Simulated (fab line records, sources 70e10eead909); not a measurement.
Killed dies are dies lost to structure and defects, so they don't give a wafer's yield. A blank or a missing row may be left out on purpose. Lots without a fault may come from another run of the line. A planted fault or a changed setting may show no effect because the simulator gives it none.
Which tool did it? | flow nand_harc | 12 lots, 36 wafers sampled, at 5 steps of a route of 1302

WHAT THE GAUGES READ, wafer by wafer
NHARC_END_SORT_01.
lot  | measured     | on        | killed_at_array | killed_at_other | killed_at_periphery | killed_dies | killed_open | killed_short
L407 | day 30 19:32 | prober-02 | 673 671 673     | 1 0 0           | 3 6 4               | 677 677 677 | 1 1 0       | 3 5 2
L411 | day 30 15:14 | prober-01 | 673 675 672     | 0 0 0           | 4 2 5               | 677 677 677 | 2 3 5       | 5 1 3

WHICH TOOL RAN EACH LOT (tool, then ch and the chambers of the sampled wafers, then the start)
lot  | NHARC_A_STAIRCASE_HM_OPEN_463                 | NHARC_A_STAIRCASE_ETCH_315                    | NHARC_A_STAIRCASE_STRIP_316        | NHARC_A_STAIRCASE_ALD_415
L394 | rie_diel-11 ch 0,1, day 17 17:51 or earlier   | rie_diel-11 ch 0,1, day 17 17:51 or earlier   | rie_diel-11 ch 0,3, day 17 17:51   | ald_hk-04 ch 2,3, day 17 18:55
L396 | rie_diel-08 ch 1,2,3, day 17 18:55 or earlier | rie_diel-08 ch 0,2,3, day 17 18:55 or earlier | rie_diel-08 ch 1,2,3, day 17 18:55 | ald_hk-01 ch 1,2,3, day 17 19:44
L397 | rie_diel-13 ch 1,3, day 18 06:32 or earlier   | rie_diel-13 ch 0,1,2, day 18 06:32 or earlier | rie_diel-13 ch 2,3, day 18 06:32   | ald_hk-03 ch 0,1,2, day 18 07:35
L398 | rie_diel-08 ch 0,1,2, day 19 01:57 or earlier | rie_diel-08 ch 0,1,3, day 19 01:57 or earlier | rie_diel-08 ch 0,2, day 19 01:57   | ald_hk-01 ch 0,2,3, day 19 03:14
L400 | rie_diel-11 ch 1,2, day 20 01:36 or earlier   | rie_diel-11 ch 0,3, day 20 01:36 or earlier   | rie_diel-11 ch 0,1, day 20 01:36   | ald_hk-01 ch 0,1,2, day 20 02:55
L401 | rie_diel-11 ch 1,2,3, day 20 22:29 or earlier | rie_diel-11 ch 1,2,3, day 20 22:29 or earlier | rie_diel-11 ch 0,1,2, day 20 22:29 | ald_hk-04 ch 1,2,3, day 20 23:19
L404 | rie_diel-13 ch 0,1, day 21 15:22 or earlier   | rie_diel-13 ch 0,1,3, day 21 15:22 or earlier | rie_diel-13 ch 0,3, day 21 15:22   | ald_hk-04 ch 0,1,3, day 21 16:44
L407 | rie_diel-08 ch 0,1,3, day 23 04:34 or earlier | rie_diel-08 ch 0,1,3, day 23 04:34 or earlier | rie_diel-08 ch 1,2,3, day 23 04:34 | ald_hk-01 ch 0,2,3, day 23 05:23
L411 | rie_diel-08 ch 0,2,3, day 23 10:44 or earlier | rie_diel-08 ch 0,3, day 23 10:44 or earlier   | rie_diel-08 ch 0,1,2, day 23 10:44 | ald_hk-01 ch 0,1,3, day 23 12:26
L412 | rie_diel-08 ch 1,3, day 24 04:28 or earlier   | rie_diel-08 ch 1,2, day 24 04:28 or earlier   | rie_diel-08 ch 0,2, day 24 04:28   | ald_hk-01 ch 0,2,3, day 24 05:31
L416 | rie_diel-08 ch 0,1,2, day 26 10:40 or earlier | rie_diel-08 ch 2,3, day 26 10:40 or earlier   | rie_diel-08 ch 0,2,3, day 26 10:40 | ald_hk-04 ch 2,3, day 26 11:30
L417 | rie_diel-13 ch 0,1,3, day 26 17:02 or earlier | rie_diel-13 ch 0,3, day 26 17:02 or earlier   | rie_diel-13 ch 2,3, day 26 17:02   | ald_hk-03 ch 0,3, day 26 17:50
- NHARC_A_STAIRCASE_HM_OPEN_463: chemistry O2/COS.
- NHARC_A_STAIRCASE_ETCH_315: etches the open film in C4F8/O2/Ar, target depth 2500 nm, time 607.1 s.
- NHARC_A_STAIRCASE_STRIP_316: strips in O2.
- NHARC_A_STAIRCASE_ALD_415: deposits SiO2, target thk 30 nm, pulse time 6 s, ald cycles 300.

WHAT THE TOOLS THEMSELVES READ (means of the sampled wafers that have a number; where no wafer has one, the mark that the record gives instead)
NHARC_A_STAIRCASE_HM_OPEN_463.
lot  | tool        | cos_flow_sccm (sccm) | drypump_motor_current_A (A) | mfc_ar_sccm (sccm) | oes_product_au (a.u.) | rf_vpp_V (V) | showerhead_plenum_p_Torr (Torr) | throttle_valve_pct (%)
L394 | rie_diel-11 | 19.96                | 6.2                         | 0.005              | 0.995                 | 464          | 2.97                            | 28.328
L396 | rie_diel-08 | 19.93                | 6.1                         | 0.002              | 0.998                 | 469          | 3.18                            | 28.331
L397 | rie_diel-13 | 19.98                | 6.1                         | 0.009              | 1.006                 | 467          | 3.09                            | 28.331
L398 | rie_diel-08 | 20.02                | 5.6                         | 0.006              | 0.997                 | 469          | 3.18                            | 28.322
L400 | rie_diel-11 | 19.95                | 6.3                         | 0.001              | 0.992                 | 465          | 3.05                            | 28.334
L401 | rie_diel-11 | 20.00                | 6.3                         | 0.001              | 1.005                 | 467          | 3.09                            | 28.326
L404 | rie_diel-13 | 20.06                | 5.6                         | 0.013              | 0.996                 | 465          | 3.04                            | 28.333
L407 | rie_diel-08 | 20.04                | 5.9                         | 0.006              | 0.995                 | 469          | 3.23                            | 28.328
L411 | rie_diel-08 | 20.00                | 5.6                         | 0.004              | 0.998                 | 470          | 3.26                            | 28.326
L412 | rie_diel-08 | 20.05                | 6.4                         | 0.002              | 0.990                 | 470          | 3.21                            | 28.327
L416 | rie_diel-08 | 19.96                | 5.6                         | 0.006              | 1.003                 | 468          | 3.16                            | 28.321
L417 | rie_diel-13 | 19.99                | 5.9                         | 0.011              | 1.003                 | 465          | 3.04                            | 28.333

NHARC_A_STAIRCASE_ETCH_315.
lot  | tool        | oes_product_au (a.u.) | rf_vpp_V (V)
L394 | rie_diel-11 | 0.926                 | 1814
L396 | rie_diel-08 | 0.930                 | 1840
L397 | rie_diel-13 | 0.934                 | 1827
L398 | rie_diel-08 | 0.929                 | 1836
L400 | rie_diel-11 | 0.943                 | 1823
L401 | rie_diel-11 | 0.929                 | 1823
L404 | rie_diel-13 | 0.927                 | 1821
L407 | rie_diel-08 | 0.928                 | 1835
L411 | rie_diel-08 | 0.928                 | 1843
L412 | rie_diel-08 | 0.952                 | 1824
L416 | rie_diel-08 | 0.936                 | 1837
L417 | rie_diel-13 | 0.926                 | 1825

NHARC_A_STAIRCASE_STRIP_316.
lot  | tool        | chamber_pressure_mTorr (mTorr) | drypump_motor_current_A (A) | mfc_ar_sccm (sccm) | oes_product_au (a.u.) | rf_vpp_V (V) | showerhead_plenum_p_Torr (Torr) | throttle_valve_pct (%)
L394 | rie_diel-11 | 59.92                          | 6.2                         | 0.005              | 0.990                 | 57.5         | 3.40                            | 17.036
L396 | rie_diel-08 | 60.02                          | 6.1                         | 0.002              | 0.998                 | 57.4         | 3.59                            | 17.045
L397 | rie_diel-13 | 59.96                          | 5.9                         | 0.015              | 0.998                 | 58.9         | 3.72                            | 17.035
L398 | rie_diel-08 | 60.01                          | 5.1                         | 0.007              | 1.007                 | 57.5         | 3.72                            | 17.041
L400 | rie_diel-11 | 60.07                          | 6.2                         | 0.005              | 1.002                 | 57.6         | 3.35                            | 17.045
L401 | rie_diel-11 | 60.03                          | 6.3                         | 0.004              | 1.000                 | 57.7         | 3.40                            | 17.044
L404 | rie_diel-13 | 59.99                          | 5.3                         | 0.017              | 0.998                 | 57.9         | 3.51                            | 17.022
L407 | rie_diel-08 | -                              | -                           | -                  | -                     | -            | -                               | -
L411 | rie_diel-08 | -                              | -                           | -                  | -                     | -            | -                               | -
L412 | rie_diel-08 | 60.02                          | 5.3                         | 0.004              | 1.004                 | 58.8         | 3.61                            | 17.028
L416 | rie_diel-08 | 60.05                          | 5.6                         | 0.004              | 1.001                 | 58.2         | 3.67                            | 17.044
L417 | rie_diel-13 | 59.98                          | 6.0                         | 0.015              | 1.003                 | 57.7         | 3.69                            | 17.043

NHARC_A_STAIRCASE_ALD_415.
lot  | tool      | heater_power_w (W) | precursor_pulse_height_rel
L394 | ald_hk-04 | 508                | 0.998
L396 | ald_hk-01 | 486                | 1.020
L397 | ald_hk-03 | 493                | 0.993
L398 | ald_hk-01 | 476                | 0.979
L400 | ald_hk-01 | 473                | 1.008
L401 | ald_hk-04 | 456                | 1.000
L404 | ald_hk-04 | 454                | 1.003
L407 | ald_hk-01 | 474                | 1.012
L411 | ald_hk-01 | 434                | 1.016
L412 | ald_hk-01 | 477                | 0.987
L416 | ald_hk-04 | 457                | 0.996
L417 | ald_hk-03 | 409                | 1.015

THE ANSWER, worked out from the rows above alone
Rule: what is usual is taken from the lots themselves. Put in order of their means at a reading, lots are off if they are a third of the lots or fewer, leave a main group of 4 or more, and stand apart from it by a gap of 3 or more times the standard deviation of the main group's means; of several such gaps the widest counts. A main group whose means are all the same, to the digits that the tables above print for the reading, isn't used. A lot without any number at a reading at which 4 lots or more have one is off too. The other lots that the step has rows for count as sound. The gauges are gone through in route order, then the tools' own readings, and for those a lot's mean is taken as printed above. The first step at which some lot is off is used, and at that step the reading that is off furthest; a lot without a number counts as furthest.
Off: L407, L411, at NHARC_A_STAIRCASE_STRIP_316 (chamber_pressure_mTorr). Without a number there: L407, L411. The main group: mean 60.01 mTorr, standard deviation 0.042.
A tool fits if, at that step or a process step before it, it ran every lot that is off, and no sound lot after the first of them. NHARC_A_STAIRCASE_HM_OPEN_463 gives no start for some lots, so the hours and the order of its lots are those of NHARC_A_STAIRCASE_STRIP_316. NHARC_A_STAIRCASE_ETCH_315 gives no start for some lots, so the hours and the order of its lots are those of NHARC_A_STAIRCASE_STRIP_316. None of those tried fits.

WHAT THE SIMULATOR HAD PUT IN
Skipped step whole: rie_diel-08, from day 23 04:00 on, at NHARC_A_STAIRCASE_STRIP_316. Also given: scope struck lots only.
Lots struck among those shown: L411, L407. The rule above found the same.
